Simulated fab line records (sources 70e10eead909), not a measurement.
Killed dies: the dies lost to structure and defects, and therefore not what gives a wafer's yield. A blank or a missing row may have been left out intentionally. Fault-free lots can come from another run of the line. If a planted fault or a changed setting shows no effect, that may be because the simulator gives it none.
fab line records ; flow nand_harc
record lots=13; wafers=38; last_day=24
route steps=1159 shown P_BONDPAD@367 A_ONON_D1@436 END@1159
lots that met no fault: taken from a fault-free run of the same line
start_h: hours from the record's first day to the start of the lot's first wafer shown ; wait_h: how many hours have passed since the lot's step before this one ; " unchanged from the row above ; L1.1+2: a row that stands for several wafers ; - either no value or no given start ; * or withheld: withheld ; < > ~ a bound
route shown NAME@n: NAME is a module with steps in the file, n the number in the route of the first one ; usual: the fault-free wafers' mean and standard deviation ; same: alike in all rows ; chamber/n: place in a boat ; sites: the reading at each site ; _std_site: standard deviation across them ; _edge_site: outer sites' mean less inner sites' ; radius_mm: for every site, how far away it sits from the centre of the wafer ; mask NAME#n: copy n ; behind: the last tool/chamber to shape the wafer ; hold: cause of the lot's hold/its duration in hours/its outcome ; device: whichever transistor did not switch (one of n, p or np) ; end of line: the route-end tests of the same wafers ; where a step has no rows: the recipe by itself ; killed: dies lost to structure and defects at the first sort, not the wafer's yield ; map: the dies of a wafer, with x for killed, . for not killed, _ for no die there
set.NAME: setting as actually run; set.NAME@STEP: the setting as run at that earlier step ; model.NAME: the simulator's own value behind a step, which no gauge read
route steps across a sampled set of lots; one table per step, one row per wafer
services: when a tool's chamber went out of use (start_h, in hours from the record's first day, below 0 if earlier), for how many hours, and the reason
## steps
# step NHARC_P_BONDPAD_DESCUM_11
# recipe time_s=3; o2_flow_sccm=200; ar_flow_sccm=0; bias_power_w=0; chemistry=O2
# usual drypump_motor_current_A=5.6/0.44; oes_product_au=1.000/0.0092; rf_vpp_V=57.6/0.9; showerhead_plenum_p_Torr=1.87/0.056; throttle_valve_pct=11.312/0.009
lot.wafer;tool;chamber;start_h;wait_h;drypump_motor_current_A;oes_product_au;rf_hours_counter_h;rf_vpp_V;showerhead_plenum_p_Torr;throttle_valve_pct
L314.4;rie_diel-09;1;124.39;-;5.6;1.011;14;57.3;1.93;11.326
L314.1;rie_diel-09;3;124.39;-;6.1;1.003;12;58.7;1.99;11.314
L314.6;rie_diel-09;2;124.39;-;5.6;1.012;-;57.5;1.84;11.314
L315.3;rie_diel-13;2;125.19;-;6.0;0.998;2;57.0;1.83;11.313
L315.4;rie_diel-13;3;125.19;-;5.2;0.992;2;58.2;1.86;11.317
L315.6;rie_diel-13;2;125.19;-;6.0;1.008;-;57.0;1.83;11.300
L319.1;rie_diel-13;3;161.75;-;5.2;1.003;6;57.9;1.86;11.316
L319.6;rie_diel-13;2;161.75;-;6.0;1.017;-;57.0;1.83;11.312
L319.5;rie_diel-13;3;161.75;-;5.2;0.994;-;56.0;1.86;11.318
L318.4;rie_diel-13;3;162.51;-;5.2;1.000;-;56.1;1.86;11.326
L318.5;rie_diel-13;2;162.51;-;6.0;1.000;-;58.5;1.83;11.310
L318.6;rie_diel-13;3;162.51;-;5.2;1.000;-;58.5;1.86;11.330
L320.3;rie_diel-13;1;168.36;-;5.1;1.016;4;57.8;1.84;11.312
L320.4;rie_diel-13;2;168.36;-;6.0;1.010;7;56.9;1.83;11.307
L320.2;rie_diel-13;3;168.36;-;5.2;1.000;8;57.7;1.86;11.294
L321.1;rie_diel-13;3;176.34;-;5.2;0.998;8;57.7;1.86;11.316
L321.5;rie_diel-13;2;176.34;-;6.0;0.999;-;56.8;1.83;11.311
L321.6;rie_diel-13;3;176.34;-;5.2;0.999;-;57.7;1.86;11.307
L322.1;rie_diel-08;0;177.47;-;5.8;0.983;15;57.7;1.82;11.319
L322.4;rie_diel-08;2;177.47;-;5.6;1.015;20;58.4;1.99;11.310
L322.5;rie_diel-08;3;177.47;-;5.8;0.991;-;57.4;1.80;11.310
L323.1;rie_diel-13;2;184.11;-;6.0;1.002;9;58.5;1.83;11.314
L323.3;rie_diel-13;3;184.11;-;5.2;0.996;9;59.2;1.86;11.330
L323.5;rie_diel-13;3;184.11;-;5.2;1.002;-;56.6;1.86;11.313
L324.4;rie_diel-08;2;184.47;-;5.6;1.001;22;59.5;1.99;11.301
L324.3;rie_diel-08;3;184.47;-;5.8;0.986;24;56.5;1.80;11.308
L324.2;rie_diel-08;0;184.47;-;5.8;0.978;16;55.7;1.82;11.317
L330.1;rie_diel-13;1;233.67;-;5.1;0.994;12;57.5;1.83;11.321
L330.5;rie_diel-13;2;233.67;-;6.0;1.003;-;57.2;1.82;11.304
L336.1;rie_diel-13;2;253.36;-;6.0;0.991;17;56.2;1.82;11.323
L336.4;rie_diel-13;3;253.36;-;5.2;0.990;17;57.0;1.85;11.319
L336.6;rie_diel-13;1;253.36;-;5.1;1.000;-;56.5;1.83;11.326
L335.3;rie_diel-13;3;254.09;-;5.2;0.995;18;56.9;1.85;11.301
L335.6;rie_diel-13;2;254.09;-;6.0;0.991;-;58.7;1.82;11.312
L335.5;rie_diel-13;3;254.09;-;5.2;0.992;-;56.9;1.85;11.311
L337.3;rie_diel-09;3;265.34;-;6.0;0.991;0;57.8;1.97;11.300
L337.4;rie_diel-09;0;265.34;-;4.9;1.010;0;57.8;1.87;11.317
L337.5;rie_diel-09;1;265.34;-;5.6;0.987;-;58.0;1.92;11.321
# step NHARC_P_BONDPAD_STRIP_15
# recipe o2_flow_sccm=500; ar_flow_sccm=0; bias_w=0; chemistry=O2
# usual drypump_motor_current_A=5.6/0.42; oes_product_au=1.001/0.0095; rf_vpp_V=57.7/0.89; showerhead_plenum_p_Torr=3.46/0.1; throttle_valve_pct=17.037/0.0094
lot.wafer;tool;chamber;start_h;wait_h;drypump_motor_current_A;oes_product_au;rf_hours_counter_h;rf_vpp_V;showerhead_plenum_p_Torr;throttle_valve_pct
L314.4;rie_diel-08;2;124.78;0.1;5.6;1.001;65;58.3;3.67;17.037
L314.1;rie_diel-08;0;124.78;0.1;5.8;0.998;62;58.2;3.38;17.052
L314.6;rie_diel-08;3;124.78;0.1;5.8;0.990;-;58.2;3.35;17.050
L315.3;rie_diel-13;3;125.57;0.1;5.2;1.001;2;55.6;3.43;17.031
L315.4;rie_diel-13;1;125.57;0.1;5.1;1.021;2;57.4;3.40;17.029
L315.6;rie_diel-13;3;125.57;0.1;5.2;1.001;-;57.5;3.43;17.041
L319.1;rie_diel-13;3;162.30;0.1;5.2;0.986;6;56.6;3.43;17.024
L319.6;rie_diel-13;2;162.30;0.1;6.0;1.004;-;57.7;3.38;17.021
L319.5;rie_diel-13;3;162.30;0.1;5.2;0.983;-;57.7;3.43;17.044
L318.4;rie_diel-13;2;163.13;0.2;6.0;1.013;-;57.5;3.38;17.038
L318.5;rie_diel-13;3;163.13;0.2;5.2;1.005;-;57.1;3.43;17.050
L318.6;rie_diel-13;2;163.13;0.2;6.0;1.023;-;58.4;3.38;17.043
L320.3;rie_diel-13;0;168.74;0.1;6.3;1.011;5;56.7;3.62;17.040
L320.4;rie_diel-13;2;168.74;0.1;6.0;1.008;7;57.8;3.38;17.031
L320.2;rie_diel-13;3;168.74;0.1;5.2;0.993;8;58.1;3.43;17.031
L321.1;rie_diel-08;3;176.77;0.1;5.8;0.996;22;57.6;3.34;17.032
L321.5;rie_diel-08;0;176.77;0.1;5.8;0.994;-;56.3;3.37;17.041
L321.6;rie_diel-08;1;176.77;0.1;5.5;1.005;-;58.4;3.51;17.049
L322.4;rie_diel-13;0;177.90;0.1;6.3;0.990;6;56.2;3.62;17.029
L322.1;rie_diel-13;1;177.90;0.1;5.1;1.014;5;57.5;3.40;17.046
L322.5;rie_diel-13;1;177.90;0.1;5.1;1.014;-;56.3;3.40;17.040
L323.1;rie_diel-13;3;184.57;0.1;5.2;0.999;9;59.0;3.43;17.028
L323.3;rie_diel-13;1;184.57;0.1;5.1;1.014;6;57.5;3.40;17.031
L323.5;rie_diel-13;3;184.57;0.1;5.2;0.998;-;57.6;3.43;17.051
L324.2;rie_diel-08;3;184.85;0.1;5.8;1.004;24;57.6;3.34;17.044
L324.4;rie_diel-08;0;184.85;0.1;5.8;0.991;16;56.2;3.37;17.035
L324.3;rie_diel-08;1;184.85;0.1;5.4;1.006;22;58.6;3.51;17.044
L330.1;rie_diel-13;0;234.05;0.1;6.3;1.000;11;57.9;3.61;17.031
L330.5;rie_diel-13;0;234.05;0.1;6.2;1.003;-;58.2;3.61;17.045
L336.4;rie_diel-13;3;253.73;0.1;5.2;0.987;18;57.4;3.42;17.016
L336.1;rie_diel-13;2;253.73;0.1;6.0;0.998;17;56.9;3.37;17.023
L336.6;rie_diel-13;3;253.73;0.1;5.2;0.995;-;58.6;3.43;17.039
L335.3;rie_diel-13;0;254.50;0.1;6.3;1.006;14;59.7;3.61;17.046
L335.5;rie_diel-13;3;254.50;0.1;5.2;1.005;-;58.9;3.43;17.036
L335.6;rie_diel-13;0;254.50;0.1;6.2;1.006;-;58.3;3.61;17.030
L337.4;rie_diel-09;0;265.74;0.1;4.9;1.010;0;58.5;3.46;17.031
L337.3;rie_diel-09;1;265.74;0.1;5.6;0.989;0;58.4;3.54;17.042
L337.5;rie_diel-09;3;265.74;0.1;6.1;0.998;-;58.9;3.63;17.036
# step NHARC_A_ONON_D1_DEP_16
# recipe target_thk_a=10000; n2_flow_sccm=2750; n2o_flow_sccm=2000; nh3_flow_sccm=500; sih4_flow_sccm=210; temp_c=400
lot.wafer;tool;chamber;start_h;wait_h
L314.1+4+6;pecvd_onon-04;0;161.51;0.1
L315.3+4+6;pecvd_onon-01;0;161.62;0.2
L319.1+5+6;pecvd_onon-03;0;200.08;0.1
L318.4+5+6;pecvd_onon-04;0;200.26;0.2
L320.2+3+4;pecvd_onon-04;0;205.68;0.3
L321.1+5+6;pecvd_onon-03;0;214.09;0.1
L322.1+4+5;pecvd_onon-04;0;214.09;0.1
L323.1+3+5;pecvd_onon-01;0;221.82;0.1
L324.2+3+4;pecvd_onon-03;0;221.87;0.1
L330.1+5;pecvd_onon-03;0;267.59;0.3
L336.1+4+6;pecvd_onon-01;0;289.60;0.1
L335.3+5+6;pecvd_onon-04;0;289.71;0.2
L337.3+4+5;pecvd_onon-01;0;305.96;0.2
# step NHARC_A_ONON_D1_THK_MEAS_18
# recipe thk_meas_gauge=ellipsometry
# usual thk_nm=998/10
lot.wafer;tool;chamber;start_h;wait_h;thk_nm
L315.3;film_metro-02;-;162.02;-;991
L315.4;film_metro-02;-;162.02;-;989
L315.6;film_metro-02;-;162.02;-;990
L314.1;film_metro-02;-;162.02;-;991
L314.4;film_metro-02;-;162.02;-;992
L314.6;film_metro-02;-;162.02;-;990
L318.4;film_metro-02;-;200.59;-;980
L318.5;film_metro-02;-;200.59;-;982
L318.6;film_metro-02;-;200.59;-;981
L319.1;film_metro-01;-;200.59;-;1014
L319.5;film_metro-01;-;200.59;-;1014
L319.6;film_metro-01;-;200.59;-;1015
L320.2;film_metro-02;-;206.13;-;982
L320.3;film_metro-02;-;206.13;-;982
L320.4;film_metro-02;-;206.13;-;982
L322.1;film_metro-01;-;214.60;-;997
L322.4;film_metro-01;-;214.60;-;996
L322.5;film_metro-01;-;214.60;-;995
L321.1;film_metro-02;-;214.60;-;1008
L321.5;film_metro-02;-;214.60;-;1008
L321.6;film_metro-02;-;214.60;-;1007
L324.2;film_metro-01;-;222.32;-;1009
L324.3;film_metro-01;-;222.32;-;1008
L324.4;film_metro-01;-;222.32;-;1009
L323.1;film_metro-02;-;222.33;-;1014
L323.3;film_metro-02;-;222.33;-;1012
L323.5;film_metro-02;-;222.33;-;1013
L330.1;film_metro-02;-;268.10;-;992
L330.5;film_metro-02;-;268.10;-;941
L335.3;film_metro-02;-;290.11;-;999
L335.5;film_metro-02;-;290.11;-;997
L335.6;film_metro-02;-;290.11;-;998
L336.1;film_metro-01;-;290.11;-;1001
L336.4;film_metro-01;-;290.11;-;1000
L336.6;film_metro-01;-;290.11;-;999
L337.3;film_metro-02;-;306.36;-;997
L337.4;film_metro-02;-;306.36;-;995
L337.5;film_metro-02;-;306.36;-;996
# step NHARC_END_SORT_01
# recipe temp_c=25
# usual killed_at_array=29/13; killed_at_other=0.7/1; killed_at_periphery=3.2/2.3; killed_dies=33/13; killed_open=3.3/1.7; killed_short=2.0/1.5
# same gross_dies=677
lot.wafer;tool;chamber;start_h;wait_h;killed_at_array;killed_at_other;killed_at_periphery;killed_dies;killed_open;killed_short
L330.1;prober-01;0;548.24;2.5;18;2;0;20;2;0
L330.5;prober-01;0;551.45;3.7;669;3;5;677;6;2
# killed by level:class
L330.1 A_CHANNEL_HOLE_D1:chamber_film_flake=14 THIN_TSV:chamber_film_flake=2 A_WL_FILL:geometric_particle:open=1 A_CONTACT:geometric_particle:open=1 A_STAIRCASE:chamber_film_flake=1 A_CONTACT:chamber_film_flake=1
L330.5 A_ONON_D1:area_dep=644 A_CHANNEL_HOLE_D1:chamber_film_flake=19 A_CONTACT:geometric_particle:open=3 P_STI:chamber_film_flake=3 THIN_TSV:chamber_film_flake=3 A_ONON_D1:geometric_particle:open=2 P_CONTACT:geometric_particle:open=1 P_M0:geometric_particle:short=1
## services
tool;chamber;start_h;hours;kind
rie_diel-13;0;108.00;-;clean
rie_diel-13;1;108.00;-;clean
rie_diel-13;2;108.00;-;clean
rie_diel-13;3;108.00;-;clean
rie_diel-08;-;118.62;0.4;repair
rie_diel-09;-;119.29;0.2;repair
rie_diel-08;-;124.88;9.0;pm
rie_diel-08;0;134.43;10.0;repair
rie_diel-13;1;144.74;23.0;repair
rie_diel-13;0;152.25;13.6;repair
pecvd_onon-03;-;153.00;13.0;pm
pecvd_onon-03;-;180.71;3.5;repair
rie_diel-13;0;183.16;9.0;repair
pecvd_onon-01;-;195.31;13.0;pm
rie_diel-13;-;231.00;0.4;repair
pecvd_onon-04;-;237.00;13.0;pm
rie_diel-09;-;245.02;0.4;repair
rie_diel-09;-;254.44;9.0;pm
rie_diel-13;2;265.56;3.8;repair
rie_diel-13;-;276.00;9.0;pm
rie_diel-09;2;278.74;10.0;repair
rie_diel-09;2;295.60;8.1;repair
rie_diel-08;-;301.88;9.0;pm
rie_diel-13;1;302.62;2.0;repair
## key
first_sign step=NHARC_A_ONON_D1_THK_MEAS_18; reading=thk_nm; direction=down; sigmas=5.7; usual=998; struck=941
effect step=NHARC_END_SORT_01; reading=killed_dies; direction=up; sigmas=50; usual=33; struck=677
more_kills_born_at NHARC_A_ONON_D1_DEP_16@pecvd_onon-03=644
met_at NHARC_A_ONON_D1_DEP_16
struck_lots L330
struck_wafers L330.5
later_rows_left_out L330.5
tester_left_out L330
not_acting_at NHARC_P_BONDPAD_DESCUM_11,NHARC_P_BONDPAD_STRIP_15
onset_between 221.87 267.59
fault kind=process_parameter_drift; tool=pecvd_onon-03; chamber=-; onset_h=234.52; steps=NHARC_A_ONON_D1_DEP_16; channel=target_thk_a; offset=*; shape=step; end_h=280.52; scope=struck_wafers_only; acts_in=*; stated=*
# tester_left_out: of these lots the tester's yield and bins aren't shown, on N5 and GAA mostly nor the transistor test; their killed dies are dies lost to structure and defects alone, not to doping, threshold or leakage, so they don't give the yield
# later_rows_left_out: the simulator's readings of these wafers behind a module that went badly wrong aren't trusted and aren't shown, but for the sort
